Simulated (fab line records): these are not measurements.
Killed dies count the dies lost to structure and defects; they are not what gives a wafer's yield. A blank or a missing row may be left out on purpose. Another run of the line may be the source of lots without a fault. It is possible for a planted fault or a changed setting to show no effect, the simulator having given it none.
Struck lot and sound lot, side by side	flow n5Finfet	40 steps out of a route of 1938
Sound: wafers L378.1, L378.3, L378.6. Struck: wafer L385.5. (L385.3, L385.6 of the same lot were not struck and are left out.) The cause comes at the end.
Order at every step that has rows: each side's tool, ch and its chambers, its first start. Under that, the readings that differ: sound wafers	struck wafers	difference of the means	sigmas: that difference in standard deviations of wafers without a fault.
alike: a reading whose means differ by less than 2 such deviations, as well as words and numbers matching on both sides. not compared: withheld readings; readings where some wafer has no value; bounds like >300 that might hide an equal value; numbers whose values overlap and for which the record gives no deviation.
A row with sigmas, a row that says differs or no value, or rows on one side alone: a step with any of these is where the two part. Non-overlapping numbers with no deviation appear without sigmas and do not part them. Lack of a reading on every wafer of one side parts them only where that side has two or more wafers.

first, 11 steps without rows for these wafers: N5_MOL_CONTACT_COAG_ETCH_59 (etches underlayer in N2/H2, target depth 13 nm, time 10.4 s); N5_MOL_CONTACT_COAG_ETCH_105 (etches SiARC in CF4, target depth 15.6 nm, time 26 s); N5_MOL_CONTACT_COAG_ETCH_106 (etches SOC in N2/H2, target depth 80 nm, overetch 16 nm, time 120 s); N5_MOL_CONTACT_COAG_STRIP_107 (strips in N2/H2); N5_MOL_CONTACT_COAG_STRIP_108 (strips in N2/H2); N5_MOL_CONTACT_COAG_CONTACT_ETCH_14 (etches SiO2 in C4F6/O2, target depth 27.5 nm, overetch 8.5 nm, time 20 s); N5_MOL_CONTACT_COAG_STRIP_109 (strips in C4F6/O2); N5_MOL_CONTACT_COAG_ETCH_15 (etches SiNx in CH3F/O2, stops on Si:P, target depth 7 nm); N5_MOL_CONTACT_COAG_ETCH_110 (etches Si in CF4/O2, target depth 2.5 nm, time 8 s); N5_MOL_CONTACT_COAG_STRIP_98 (strips in N2/H2); N5_MOL_CONTACT_COAG_IMPLANT_129.
N5_MOL_CONTACT_COAG_PRECLEAN_111: cleans in NF3:NH3, afs cycles 1, time 20 s, sublimation time 60 s.
  sound on remotePlasma-02 ch 0, day 5 14:49; struck on remotePlasma-02 ch 0, day 7 03:48
reading	sound	struck	difference	sigmas
timeS (s)	20 20 20	24.874	+4.874	
  alike: sublimationTempC
then, 26 steps without rows for these wafers: N5_MOL_CONTACT_COAG_TI_SIL_19 (material Ti, target thk 4.2 nm, time 15 s); N5_MOL_CONTACT_COAG_ALD_20 (deposits TiN, target thk 1.5 nm, pulse time 1 s, purge time 3 s); N5_MOL_CONTACT_COAG_SIL_ANNEAL_21 (time 60 s); N5_MOL_CONTACT_COAG_PRE_CLEAN_141 (time 60 s); N5_MOL_CONTACT_COAG_SPUTTER_143 (material Co, target thk 2.5 nm); N5_MOL_CONTACT_COAG_CO_FILL_22 (material Co, precursor CCTBA/H2, target thk 20 nm); N5_MOL_CONTACT_COAG_ANNEAL_113 (time 300 s); N5_MOL_CONTACT_COAG_PRE_CLEAN_142 (time 60 s); N5_MOL_CONTACT_COAG_SPUTTER_130 (material Co, target thk 47.5 nm); N5_MOL_CONTACT_COAG_PRECLEAN_125 (cleans in DIW, time 57.5 s); N5_MOL_CONTACT_COAG_SRD_126 (dry time 32 s); N5_MOL_CONTACT_COAG_CMP_23 (polishes, stops on SiO2, t overpolish 1.5 s, target thk 0 nm); N5_MOL_CONTACT_COAG_WET_ETCH_26 (target Co, target depth 13 nm); N5_MOL_CONTACT_COAG_WET_ETCH_116 (etches the open film in SC1-inhibited, target depth 4.6 nm, rinse time 30 s); N5_MOL_CONTACT_COAG_ALD_27 (deposits SiOC, target thk 17 nm, pulse time 1.5 s, time 2720 s); N5_MOL_CONTACT_COAG_CMP_28 (polishes, stops on SiNx, t overpolish 0.85 s, target thk 14.522 nm); N5_MOL_CONTACT_COAG_ALD_123 (deposits SiNx, target thk 5 nm, pulse time 1 s, purge time 2 s); N5_MOL_CONTACT_COAG_PECVD_31 (deposits SiO2 from TEOS/O2, target thk 46 nm, time 8.9 s); N5_MOL_CONTACT_COAG_COAT_75 (time 60 s, resist thk 60 nm); N5_MOL_CONTACT_COAG_COAT_76 (time 60 s, resist thk 10 nm); N5_MOL_CONTACT_COAG_COAT_77 (time 60 s, resist thk 10 nm); N5_MOL_CONTACT_COAG_COAT_78 (resist thk 40 nm); N5_MOL_CONTACT_COAG_EBR_80; N5_MOL_CONTACT_COAG_SOFTBAKE_79 (time 60 s); N5_MOL_CONTACT_COAG_EXPOSE_81 (exposes mask VG, defocus 0 nm); N5_MOL_CONTACT_COAG_PEB_82 (peb time 60 s).
N5_MOL_CONTACT_COAG_ETCH_47: etches SiNx in CH3F/O2, stops on W, target depth 27 nm.
  sound on rieDiel-02 ch 0,1,3, day 6 01:13; struck on rieDiel-03 ch 1, day 7 13:25
reading	sound	struck	difference	sigmas
model.etch.depthNm (nm)	18.05 18 17.91	17.71	-0.28	
  alike: drypumpMotorCurrentA, etchRfOnTimeS, oesProductAu, rfVppV, showerheadPlenumPTorr, throttleValvePct
  not compared: rfHoursCounterH
-- the record jumps here: 2 days lie between the struck wafers' starts before and after (it left off in module MOL_CONTACT_COAG and takes up again in module BEOL_M4, whose first step shown is number 1111 of the route) --
N5_BEOL_M4_RC_MEAS_101:
  sound on prober-01 ch 0, day 8 14:51; struck on prober-01 ch 0, day 9 22:35
reading	sound	struck	difference	sigmas
DIBL_P (mV/V)	39.3 42.1 37.8	33.7	-6.0	-3
IOFF_N (nA/um)	0.19 0.25 0.18	0.12	-0.09	-3
IOFF_P (nA/um)	0.24 0.29 0.22	0.17	-0.08	-2
SS_P (mV/dec)	75.0 74.8 73.7	72.7	-1.8	-2
VT_N (mV)	243 242 244	253	+10	+3
  alike: DIBL_N, ION_N, ION_P, SS_N, VT_P

== WHERE THEY PART ==
N5_BEOL_M4_RC_MEAS_101 only, going by this record.

WHY: whatever the simulator had introduced
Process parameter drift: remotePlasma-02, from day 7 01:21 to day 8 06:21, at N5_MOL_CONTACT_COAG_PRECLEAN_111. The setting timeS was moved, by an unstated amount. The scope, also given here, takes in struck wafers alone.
